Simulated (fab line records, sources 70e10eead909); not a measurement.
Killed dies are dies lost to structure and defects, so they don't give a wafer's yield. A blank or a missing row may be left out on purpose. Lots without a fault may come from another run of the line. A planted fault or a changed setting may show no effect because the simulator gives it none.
A struck lot beside a sound one | flow nand_harc | 24 steps out of a route of 1302
Sound: wafers L307.2, L307.3, L307.4. Struck: wafers L311.1, L311.4, L311.6. The cause comes at the end.
At each step with rows: each side's tool, then ch and its chambers, then its first start. Under that, the readings that differ: sound wafers | struck wafers | difference of the means | sigmas: that difference in standard deviations of wafers without a fault.
alike: readings whose means differ by less than 2 such deviations, and words and numbers that are the same on both sides. not compared: withheld readings, readings that some wafer has no value for, bounds like >300 that may hide the same value, and numbers for which the record gives no deviation and whose values overlap.
The two part at a step that has a row with sigmas, a row that says differs or no value, or rows on one side only. Numbers that don't overlap but have no deviation are shown without sigmas and don't part them. A reading that every wafer of one side lacks parts them only if that side has two wafers or more.

NHARC_P_M1_INSPECT_27:
  sound on defect_inspect-02, day 9 04:13; struck on defect_inspect-02, day 10 16:52
  alike: raw_defect_count
NHARC_P_M1_PRE_CLEAN_32: time 12 s.
  sound on pecvd-04 ch 1,2, day 9 04:19; struck on pecvd-04 ch 0,2, day 10 16:58
  alike: heater_power_outer_w, heater_power_w
NHARC_P_M1_DEP_33: deposits SiCN, target thk 30 nm.
  sound on pecvd-04 ch 1,2, day 9 04:24; struck on pecvd-04 ch 0,2, day 10 17:06
  alike: heater_power_outer_w, heater_power_w
then, 8 steps without rows for these wafers: NHARC_P_M2_DEP_00 (deposits SiOC, target thk 182.5 nm); NHARC_P_M2_DEHYDRATE_01 (time 120 s); NHARC_P_M2_HMDS_02 (time 30 s); NHARC_P_M2_COAT_34 (time 65 s); NHARC_P_M2_COAT_03 (resist thk 90 nm); NHARC_P_M2_SOFTBAKE_04 (time 55 s); NHARC_P_M2_EBR_05; NHARC_P_M2_EXPOSE_06 (exposes mask P M2, target cd 170 nm).
NHARC_P_M2_PEB_07: peb time 65 s.
  sound on litho_track-06 ch 0, day 9 05:34; struck on litho_track-04 ch 0, day 10 18:10
  reading                  | sound               | struck            | difference | sigmas
  heater_power_total_W (W) | 157.1 156.5 155.9   | 149.1 149.2 149.0 | -7.4       | -18
  plate_temp_C (C)         | 100.05 100.06 99.98 | 96.28 96.06 96.22 | -3.84      | -30
  alike: chill_plate_temp_C
then, 1 step without rows for these wafers: NHARC_P_M2_DEVELOP_08 (develop time 35 s).
NHARC_P_M2_CD_MEAS_09: target cd 170 nm.
  sound on cd_sem-01 ch 0, day 9 05:39; struck on cd_sem-02 ch 0
  reading    | sound             | struck            | difference | sigmas
  cd_nm (nm) | 168.5 169.2 168.5 | 154.6 156.9 155.4 | -13.1      | -19
  not compared: hold
NHARC_P_M2_OVL_MEAS_10: pitch 340 nm.
  sound on overlay-01, day 9 05:44; struck on overlay-01, day 10 21:23
  reading           | sound       | struck                                                                     | difference                   | sigmas
  hold              | - - -       | await_dispo/2.9h/release await_dispo/2.9h/release await_dispo/2.9h/release | no value on the sound wafers |
  overlay_y_nm (nm) | 1.2 1.1 1.4 | -1.2 -0.9 -1.0                                                             | -2.3                         | -3
  alike: overlay_x_nm
NHARC_P_M2_INSPECT_11:
  sound on defect_inspect-01, day 9 05:47; struck on defect_inspect-01, day 10 21:25
  alike: raw_defect_count
NHARC_P_M2_DESCUM_14: chemistry O2, time 3 s.
  sound on rie_diel-05 ch 1,2,3, day 9 05:51; struck on rie_diel-10 ch 0,3, day 10 21:29
  reading               | sound           | struck            | difference | sigmas
  model.P_M2.cd_nm (nm) | 169.9 169.5 168 | 154.7 156.7 155.5 | -13.5      |
  alike: drypump_motor_current_A, mfc_ar_sccm, oes_product_au, rf_vpp_V, showerhead_plenum_p_Torr, throttle_valve_pct
  not compared: rf_hours_counter_h
NHARC_P_M2_ETCH_35: etches the open film in N2/H2, target depth 40 nm, overetch 12 nm, time 43.94 s.
  sound on rie_diel-05 ch 1,2,3, day 9 05:55; struck on rie_diel-10 ch 1,2,3, day 10 21:34
  alike: bias_w, drypump_motor_current_A, mfc_ar_sccm, oes_product_au, rf_vpp_V, showerhead_plenum_p_Torr, throttle_valve_pct
  not compared: rf_hours_counter_h
NHARC_P_M2_ETCH_15: etches the open film in C4F8/Ar, target depth 182.5 nm, time 91.2 s.
  sound on rie_diel-05 ch 0,1,3; struck on rie_diel-10 ch 0,1,3
  alike: bias_w, oes_product_au, rf_vpp_V
  not compared: rf_hours_counter_h
NHARC_P_M2_CD_MEAS_16:
  sound on cd_sem-01, day 9 06:09; struck on cd_sem-02, day 10 21:58
  reading    | sound             | struck            | difference | sigmas
  cd_nm (nm) | 169.4 170.1 167.2 | 155.3 156.0 155.6 | -13.3      | -13
  not compared: hold
NHARC_P_M2_STRIP_18: strips in N2/H2.
  sound on rie_diel-09 ch 0,1,3, day 9 06:14; struck on rie_diel-10 ch 1,2,3, day 11 11:33
  reading                         | sound          | struck                                                                     | difference                   | sigmas
  hold                            | - - -          | await_dispo/7.6h/release await_dispo/7.6h/release await_dispo/7.6h/release | no value on the sound wafers |
  showerhead_plenum_p_Torr (Torr) | 2.20 2.16 2.15 | 1.93 2.03 1.89                                                             | -0.22                        | -3
  alike: drypump_motor_current_A, mfc_ar_sccm, oes_product_au, rf_vpp_V, throttle_valve_pct
  not compared: rf_hours_counter_h
NHARC_P_M2_ETCH_28: etches the open film in CF4/N2, target depth 30 nm, time 72.99 s.
  sound on rie_diel-09 ch 1,2,3; struck on rie_diel-10 ch 0,1,3
  reading               | sound             | struck            | difference | sigmas
  model.P_M2.cd_nm (nm) | 168.6 170.5 166.6 | 154.9 156.3 155.9 | -12.9      |
  alike: bias_w, drypump_motor_current_A, mfc_ar_sccm, oes_product_au, rf_vpp_V, showerhead_plenum_p_Torr, throttle_valve_pct
  not compared: rf_hours_counter_h
then, 1 step without rows for these wafers: NHARC_P_M2_STRIP_19 (strips in post etch residue remover, time 600 s).
-- the record jumps here: 17 days lie between the struck wafers' starts before and after (it left off in module P_M2 and takes up again in module END, whose first step shown is number 1302 of the route) --
NHARC_END_SORT_01:
  sound on prober-01 ch 0, day 26 23:58; struck on prober-01 ch 0, day 28 21:32
  alike: defect_limited_yield, killed_at_array, killed_at_other, killed_at_periphery, killed_dies, killed_open, killed_short

WHERE THEY PART
First at NHARC_P_M2_PEB_07; last, within this record, at NHARC_P_M2_STRIP_18. Later steps at which nothing parts them and some readings are alike: NHARC_P_M2_ETCH_28, NHARC_END_SORT_01.

WHY: what the simulator had put in
Process parameter drift: litho_track-04, from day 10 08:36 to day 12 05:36, at NHARC_P_M2_PEB_07. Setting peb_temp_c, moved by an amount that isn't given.
